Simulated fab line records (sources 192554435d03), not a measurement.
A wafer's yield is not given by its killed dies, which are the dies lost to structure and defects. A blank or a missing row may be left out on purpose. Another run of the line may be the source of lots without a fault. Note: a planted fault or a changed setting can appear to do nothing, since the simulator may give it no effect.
Which tool is to blame? ; flow n5 finfet ; 10 lots, 30 wafers sampled, at 5 steps of a route of 1938

## WHAT EACH GAUGE READ, for each wafer
N5_BEOL_M15_CD_MEAS_10 targets a cd of 360 nm. Usual: cd nm 359.9 nm, standard deviation 1.5.
lot;measured;on;cd nm (nm);flag
L119;day 11 15:26;cd sem-01;362.0 359.4 359.4;
L121;day 11 23:05;cd sem-02;361.5 360.7 359.4;
L122;day 12 04:08;cd sem-03;359.0 361.9 358.8;
L123;day 12 17:22;cd sem-03;359.8 359.5 358.4;
L125;day 14 04:23;cd sem-01;358.6 359.3 357.6;
L131;day 15 13:57;cd sem-01;360.3 360.6 361.8;
L136;day 16 12:15;cd sem-02;357.3 358.0 358.9;
L133;day 16 12:41;cd sem-02;356.6 360.2 361.2;
L135;day 17 01:51;cd sem-01;362.2 361.4 362.5;
L142;day 18 03:10;cd sem-01;358.7 358.7 359.3;

N5_BEOL_M15_OVL_MEAS_29. Usual: M15_OVL gives 1 nm (standard deviation 6).
lot;measured;on;M15_OVL (nm);flag
L119;day 11 16:56;overlay-01;0 -3 -2;
L121;day 12 00:42;overlay-02;1 7 -1;
L122;day 12 05:45;overlay-02;6 -2 -4;
L123;day 12 19:05;overlay-02;1 6 7;
L125;day 14 05:52;overlay-01;8 15 7;
L131;day 15 15:34;overlay-02;2 -1 1;
L136;day 16 13:58;overlay-01;-2 -4 -13;
L133;day 16 14:25;overlay-01;4 6 4;
L135;day 17 04:13;overlay-02;-4 -7 0;
L142;day 18 04:59;overlay-02;-6 -2 0;

N5_BEOL_M15_INSPECT_30: inspects for defects (macro). Usual: raw defect count 1.8, standard deviation 1.4.
lot;measured;on;raw defect count;flag
L119;day 11 16:58;defect inspect-01;2 3 2;
L121;day 12 00:43;defect inspect-01;3 2 0;
L122;day 12 05:47;defect inspect-01;2 1 0;
L123;day 12 19:07;defect inspect-01;1 2 1;
L125;day 14 05:53;defect inspect-01;1 1 0;
L131;day 15 15:35;defect inspect-02;1 5 4;
L136;day 16 13:59;defect inspect-01;>300 >300 >300;OFF
L133;day 16 14:27;defect inspect-02;2 0 1;
L135;day 17 04:14;defect inspect-02;>300 >300 >300;OFF
L142;day 18 05:01;defect inspect-02;3 3 3;

## WHICH TOOL RAN EACH LOT (tool, then ch and the chambers of the sampled wafers, then the start)
lot;N5_BEOL_M15_VIA_ETCH_16;N5_BEOL_M15_ETCH_57
L119;rie diel-01 ch 0,2,3, day 11 15:37;rie diel-03 ch 0,1,2, day 11 16:08
L121;rie diel-04 ch 0,3, day 11 23:16;rie diel-04 ch 0,1,3, day 11 23:46
L122;rie diel-01 ch 2,3, day 12 04:19;rie diel-03 ch 0,1,3, day 12 04:49
L123;rie diel-01 ch 1,2,3, day 12 17:32;rie diel-04 ch 1,3, day 12 18:10
L125;rie diel-01 ch 0,2, day 14 04:33;rie diel-01 ch 1,3, day 14 05:04
L131;rie diel-01 ch 0,2,3, day 15 14:07;rie diel-01 ch 1,2, day 15 14:38
L136;rie diel-01 ch 0,2,3, day 16 12:26;rie diel-04 ch 1,2,3, day 16 13:02
L133;rie diel-03 ch 1,2, day 16 12:55;rie diel-01 ch 0,2, day 16 13:29
L135;rie diel-01 ch 2, day 17 02:22;rie diel-04 ch 0,2, day 17 03:24
L142;rie diel-03 ch 0,2, day 18 03:23;rie diel-01 ch 1,2,3, day 18 04:04
- N5_BEOL_M15_VIA_ETCH_16: etches SiO2 in C4F8/O2/Ar, target depth 1792.2 nm.
- N5_BEOL_M15_ETCH_57: etches SOC in N2/H2, time 750 s.

## AS READ BY THE TOOLS THEMSELVES (means over the sampled wafers that have a number; for cases with no such wafer, the mark the record gives instead)
N5_BEOL_M15_VIA_ETCH_16. Usual: chamber pressure mTorr 20.000 mTorr, standard deviation 0.018; drypump motor current A 5.9 A, standard deviation 0.69; oes product au 0.67 a.u., standard deviation 0.051; rf vpp V 2216 V, standard deviation 45; showerhead plenum p Torr 3.39 Torr, standard deviation 0.088; throttle valve pct 30.73 %, standard deviation 0.2.
lot;tool;chamber pressure mTorr (mTorr);drypump motor current A (A);oes product au (a.u.);rf vpp V (V);showerhead plenum p Torr (Torr);throttle valve pct (%);flag
L119;rie diel-01;19.989;5.7;0.70;2216;3.42;30.86;
L121;rie diel-04;20.004;5.8;0.66;2278;3.46;30.59;
L122;rie diel-01;19.992;6.0;0.71;2201;3.39;30.82;
L123;rie diel-01;20.003;5.5;0.66;2221;3.36;30.79;
L125;rie diel-01;20.001;5.3;0.64;2238;3.43;30.75;
L131;rie diel-01;19.994;5.7;0.68;2215;3.41;30.88;
L136;rie diel-01;19.992;5.7;0.67;2215;3.41;30.89;
L133;rie diel-03;19.988;6.2;0.66;2149;3.33;30.67;
L135;rie diel-01;20.005;5.2;0.61;2244;3.41;30.65;
L142;rie diel-03;20.007;6.5;0.65;2183;3.35;30.63;

N5_BEOL_M15_ETCH_57. Usual: chamber pressure mTorr 30.003 mTorr, standard deviation 0.024; drypump motor current A 5.8 A, standard deviation 0.76; oes product au 0.76 a.u., standard deviation 0.062; rf vpp V 523.4 V, standard deviation 2.2; showerhead plenum p Torr 2.52 Torr, standard deviation 0.081; throttle valve pct 17.68 %, standard deviation 0.2.
lot;tool;chamber pressure mTorr (mTorr);drypump motor current A (A);oes product au (a.u.);rf vpp V (V);showerhead plenum p Torr (Torr);throttle valve pct (%);flag
L119;rie diel-03;29.997;6.1;0.79;522.7;2.51;17.58;
L121;rie diel-04;30.026;5.6;0.74;524.5;2.58;17.75;
L122;rie diel-03;29.991;6.1;0.77;525.2;2.55;17.61;
L123;rie diel-04;30.003;5.4;0.75;525.0;2.59;17.77;
L125;rie diel-01;30.002;5.4;0.73;520.4;2.42;17.84;
L131;rie diel-01;30.015;5.0;0.68;521.6;2.43;17.81;
L136;rie diel-04;29.996;6.0;0.77;523.0;2.51;17.66;
L133;rie diel-01;30.011;5.5;0.72;523.3;2.53;17.74;
L135;rie diel-04;29.994;6.1;0.76;523.8;2.51;17.52;
L142;rie diel-01;29.994;5.5;0.80;524.3;2.56;17.66;

## THE ANSWER, worked out from the rows above alone
Rule: take the mean of a lot's wafers that have a number; if it is more than 3 standard deviations from the usual mean, the lot is off. Also off: a lot with no number at a reading for which 4 or more lots have one. All remaining lots with rows at the step are treated as sound. First the gauges in route order, then the tools' own readings, where a lot's mean is used as printed above. The first step at which some lot is off is used, and at that step the reading that is off furthest; a lot without a number counts as furthest.
Off: L136, L135 (N5_BEOL_M15_INSPECT_30, raw defect count). Without a number there: L136, L135.
A tool fits if, at a process step before that reading, it ran every lot that is off, and no sound lot after the first of them. Gauges at N5_BEOL_M15_INSPECT_30: tried the same way as those tools. Can't be told from this: 2 tools fit, rie diel-01 at N5_BEOL_M15_VIA_ETCH_16, rie diel-04 at N5_BEOL_M15_ETCH_57.

## WHAT HAD BEEN PUT IN BY THE SIMULATOR
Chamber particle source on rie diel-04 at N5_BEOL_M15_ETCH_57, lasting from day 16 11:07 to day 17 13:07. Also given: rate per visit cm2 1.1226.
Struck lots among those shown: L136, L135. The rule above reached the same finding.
